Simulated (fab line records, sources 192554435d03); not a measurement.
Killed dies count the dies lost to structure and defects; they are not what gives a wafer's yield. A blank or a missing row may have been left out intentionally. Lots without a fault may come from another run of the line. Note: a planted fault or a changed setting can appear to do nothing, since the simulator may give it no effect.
Which tool did it? ; flow n5_finfet ; Sampling: 9 lots, 27 wafers, 6 of 1938 route steps

## WHAT THE GAUGES READ, wafer by wafer
N5_STI_FIN_REVEAL_INSPECT_13: inspects for defects (darkfield). Usual: raw_defect_count at 11, with a standard deviation of 5.2.
lot;measured;on;raw_defect_count;flag
L970;day 2 21:37;defect_inspect-01;14 10 10;
L974;day 3 18:55;defect_inspect-01;8 15 7;
L978;day 4 20:37;defect_inspect-02;12 19 21;
L979;day 5 01:37;defect_inspect-01;6 16 10;
L980;day 5 07:43;defect_inspect-02;7 16 9;
L982;day 5 19:26;defect_inspect-02;17 16 4;
L983;day 6 00:13;defect_inspect-01;23 10 10;
L984;day 6 07:46;defect_inspect-01;646 652 668;OFF
L991;day 8 12:40;defect_inspect-01;7 9 11;

N5_DUMMY_GATE_THK_MEAS_05. Usual: thk_nm at 72.1 nm, with a standard deviation of 1.1.
lot;measured;on;thk_nm (nm);flag
L970;day 3 03:32;film_metro-01;71.0 69.8 71.3;
L974;day 3 23:55;film_metro-01;73.3 73.0 72.8;
L978;day 5 01:06;film_metro-02;73.1 73.7 72.6;
L979;day 5 05:49;film_metro-02;73.9 73.7 75.6;
L980;day 5 12:02;film_metro-02;72.0 72.4 71.3;
L982;day 5 23:38;film_metro-02;72.7 72.1 71.9;
L983;day 6 06:50;film_metro-02;69.8 72.3 71.6;
L984;day 6 13:47;film_metro-01;72.4 73.0 72.0;
L991;day 8 18:53;film_metro-01;73.4 74.9 72.5;

N5_BEOL_M4_RC_MEAS_101. Usual: DIBL_N 36.5 mV/V, standard deviation 1.2; DIBL_P 36.5 mV/V, standard deviation 1.6; IOFF_N 0.162 nA/um, standard deviation 0.023; IOFF_P 0.221 nA/um, standard deviation 0.03; ION_N 678 uA/um, standard deviation 8; ION_P 466 uA/um, standard deviation 6.3; SS_N 71.6 mV/dec, standard deviation 0.46; SS_P 73.3 mV/dec, standard deviation 0.57; VT_N 249.2 mV, standard deviation 2.6; VT_P -249 mV, standard deviation 3.3.
lot;measured;on;DIBL_N (mV/V);DIBL_P (mV/V);IOFF_N (nA/um);IOFF_P (nA/um);ION_N (uA/um);ION_P (uA/um);SS_N (mV/dec);SS_P (mV/dec);VT_N (mV);VT_P (mV);flag
L970;day 10 11:47;prober-02;36.0 37.7 38.3;36.5 39.4 39.4;0.144 0.172 0.186;0.206 0.268 0.272;675 675 688;469 476 475;71.5 71.9 71.6;73.3 73.8 73.1;252.9 246.7 248.1;-250 -247 -244;
L974;day 11 11:25;prober-02;36.1 36.5 35.3;37.8 37.9 36.7;0.161 0.169 0.151;0.257 0.252 0.234;681 686 677;471 475 470;72.2 72.2 72.2;74.1 73.7 73.3;250.2 248.9 248.3;-245 -245 -245;
L978;day 12 01:18;prober-02;37.9 38.1 38.1;37.1 36.4 37.2;0.180 0.169 0.179;0.229 0.214 0.227;680 674 678;463 460 468;71.7 71.5 72.0;73.1 73.1 72.6;246.5 248.7 247.2;-248 -249 -252;
L979;day 12 02:00;prober-01;34.8 38.3 37.4;35.7 39.0 37.6;0.142 0.199 0.173;0.203 0.261 0.230;668 684 665;463 465 458;71.2 72.4 72.0;72.7 74.4 73.6;250.4 245.0 249.0;-250 -247 -251;
L980;day 12 23:46;prober-02;35.7 36.7 36.8;35.1 35.9 36.9;0.158 0.175 0.188;0.179 0.192 0.210;681 680 689;454 455 463;71.3 71.9 72.1;73.0 73.6 73.7;252.5 246.2 249.9;-254 -254 -250;
L982;day 13 02:37;prober-01;36.6 36.0 37.1;36.6 36.7 37.6;0.161 0.152 0.177;0.226 0.232 0.246;682 670 686;467 466 471;71.9 71.6 71.3;73.1 73.4 72.5;251.7 251.2 247.3;-247 -251 -246;
L983;day 13 03:07;prober-02;35.8 36.0 37.3;35.7 35.9 36.7;0.152 0.150 0.168;0.210 0.220 0.224;676 668 667;464 458 461;71.9 71.1 71.9;73.0 72.9 74.1;250.9 252.0 250.8;-250 -249 -248;
L984;day 14 00:28;prober-02;36.4 35.2 35.3;36.0 34.9 34.5;0.158 0.139 0.131;0.192 0.184 0.173;674 671 667;459 460 463;72.3 71.1 71.5;73.2 73.0 72.2;247.5 249.5 254.4;-252 -252 -253;
L991;day 15 21:52;prober-02;36.5 34.9 34.3;36.1 33.7 34.0;0.189 0.157 0.154;0.268 0.225 0.230;692 680 686;478 474 477;71.5 71.4 71.4;73.4 72.5 72.6;246.6 248.0 248.0;-241 -245 -246;

## TOOL THAT RAN EACH LOT (tool first, then ch and the chambers of the sampled wafers, then the start)
lot;N5_FIN_CUT_CUT_ETCH_15;N5_STI_FIN_REVEAL_STRIP_24;N5_STI_FIN_REVEAL_PRECLEAN_32
L970;rie_si-05 ch 1,2,3, day 2 11:52;rie_diel-04 ch 1,2,3, day 2 18:36;remote_plasma-02 ch 1, day 2 21:05
L974;rie_si-06 ch 1,2,3, day 3 09:38;rie_diel-06 ch 2,3, day 3 15:53;remote_plasma-01 ch 0, day 3 18:26
L978;rie_si-03 ch 1,2,3, day 4 11:28;rie_diel-04 ch 0,2, day 4 17:33;remote_plasma-01 ch 1, day 4 20:00
L979;rie_si-03 ch 1,2,3, day 4 15:16;rie_diel-06 ch 0,1,3, day 4 22:34;remote_plasma-02 ch 1, day 5 01:04
L980;rie_si-03 ch 0,1, day 4 21:55;rie_diel-04 ch 0,1, day 5 04:09;remote_plasma-02 ch 1, day 5 07:11
L982;rie_si-03 ch 0,1, day 5 10:21;rie_diel-04 ch 2,3, day 5 16:23;remote_plasma-01 ch 1, day 5 18:55
L983;rie_si-06 ch 0,1, day 5 15:13;rie_diel-06 ch 0,3, day 5 21:13;remote_plasma-01 ch 1, day 5 23:42
L984;rie_si-05 ch 0,2,3, day 5 21:28;rie_diel-04 ch 1,2,3, day 6 04:38;remote_plasma-02 ch 1, day 6 07:09
L991;rie_si-06 ch 0,2,3, day 8 02:28;rie_diel-01 ch 0,1,2, day 8 09:27;remote_plasma-01 ch 0, day 8 12:07
- N5_FIN_CUT_CUT_ETCH_15: etches Si in HBr/Cl2/O2, target depth 100 nm, bt time 10 s, time 42.4 s.
- N5_STI_FIN_REVEAL_STRIP_24: strips in N2/H2, time 90 s.
- N5_STI_FIN_REVEAL_PRECLEAN_32: cleans in NF3:NH3, afs cycles 1, time 20 s, sublimation time 60 s.

## WHAT THE TOOLS THEMSELVES READ (means of the sampled wafers that have a number; where no wafer has one, the mark that the record gives instead)
N5_FIN_CUT_CUT_ETCH_15. Usual: drypump_motor_current_A 5.6 A, standard deviation 0.61; oes_o_777_au 1.002 a.u., standard deviation 0.03; oes_product_au 1.007 a.u., standard deviation 0.016; throttle_valve_pct 37.2 %, standard deviation 0.35.
lot;tool;drypump_motor_current_A (A);oes_o_777_au (a.u.);oes_product_au (a.u.);throttle_valve_pct (%);flag
L970;rie_si-05;5.4;0.974;0.987;37.3;
L974;rie_si-06;5.6;1.015;1.009;37.1;
L978;rie_si-03;5.9;1.002;1.015;37.4;
L979;rie_si-03;5.9;0.999;1.016;37.4;
L980;rie_si-03;5.5;0.987;1.005;37.2;
L982;rie_si-03;5.9;0.982;1.005;37.3;
L983;rie_si-06;5.2;0.998;1.017;37.2;
L984;rie_si-05;5.7;0.991;0.997;37.2;
L991;rie_si-06;5.4;1.011;1.007;37.1;

N5_STI_FIN_REVEAL_STRIP_24. Usual: drypump_motor_current_A 5.9 A, standard deviation 0.43; n2_flow_sccm 299.9 sccm, standard deviation 0.85; oes_product_au 0.81 a.u., standard deviation 0.069; rf_vpp_V 45.5 V, standard deviation 0.84; showerhead_plenum_p_Torr 3.43 Torr, standard deviation 0.1; throttle_valve_pct 12.19 %, standard deviation 0.26.
lot;tool;drypump_motor_current_A (A);n2_flow_sccm (sccm);oes_product_au (a.u.);rf_vpp_V (V);showerhead_plenum_p_Torr (Torr);throttle_valve_pct (%);flag
L970;rie_diel-04;5.8;299.5;0.80;46.4;3.48;12.12;
L974;rie_diel-06;5.4;300.4;0.77;45.1;3.48;12.13;
L978;rie_diel-04;5.7;299.7;0.73;44.8;3.40;12.63;
L979;rie_diel-06;5.9;300.0;0.80;45.4;3.39;12.20;
L980;rie_diel-04;5.7;300.9;0.79;45.5;3.34;12.04;
L982;rie_diel-04;6.1;300.3;0.75;46.0;3.51;12.25;
L983;rie_diel-06;5.9;299.3;0.76;44.4;3.37;12.33;
L984;rie_diel-04;5.8;300.4;0.78;46.4;3.47;12.19;
L991;rie_diel-01;5.9;300.1;0.84;45.8;3.42;12.18;

N5_STI_FIN_REVEAL_PRECLEAN_32. Usual: pressure_torr at 3.000 Torr, with a standard deviation of 0.0059.
lot;tool;pressure_torr (Torr);flag
L970;remote_plasma-02;2.998;
L974;remote_plasma-01;3.001;
L978;remote_plasma-01;3.000;
L979;remote_plasma-02;2.998;
L980;remote_plasma-02;2.995;
L982;remote_plasma-01;3.005;
L983;remote_plasma-01;3.003;
L984;remote_plasma-02;3.000;
L991;remote_plasma-01;3.003;

## THE ANSWER, worked out from the rows above alone
Rule: a lot counts as off when the mean over its wafers that have a number is more than 3 standard deviations away from the usual mean. A lot without any number at a reading at which 4 lots or more have one is off too. Where the step has rows for the other lots, those lots are counted as sound. First the gauges in route order, then the tools' own readings, where a lot's mean is used as printed above. At the first step where some lot is off, the reading lying furthest off is the one used; lots without a number count as furthest.
Off: L984, at N5_STI_FIN_REVEAL_INSPECT_13 (raw_defect_count).
A tool fits if, at a process step before that reading, it ran every lot that is off, and no sound lot after the first of them. Gauges at N5_STI_FIN_REVEAL_INSPECT_13: tried the same way as those tools. Can't be told from this: 3 tools fit, rie_si-05 at N5_FIN_CUT_CUT_ETCH_15, rie_diel-04 at N5_STI_FIN_REVEAL_STRIP_24, remote_plasma-02 at N5_STI_FIN_REVEAL_PRECLEAN_32.

## WHAT THE SIMULATOR PUT IN
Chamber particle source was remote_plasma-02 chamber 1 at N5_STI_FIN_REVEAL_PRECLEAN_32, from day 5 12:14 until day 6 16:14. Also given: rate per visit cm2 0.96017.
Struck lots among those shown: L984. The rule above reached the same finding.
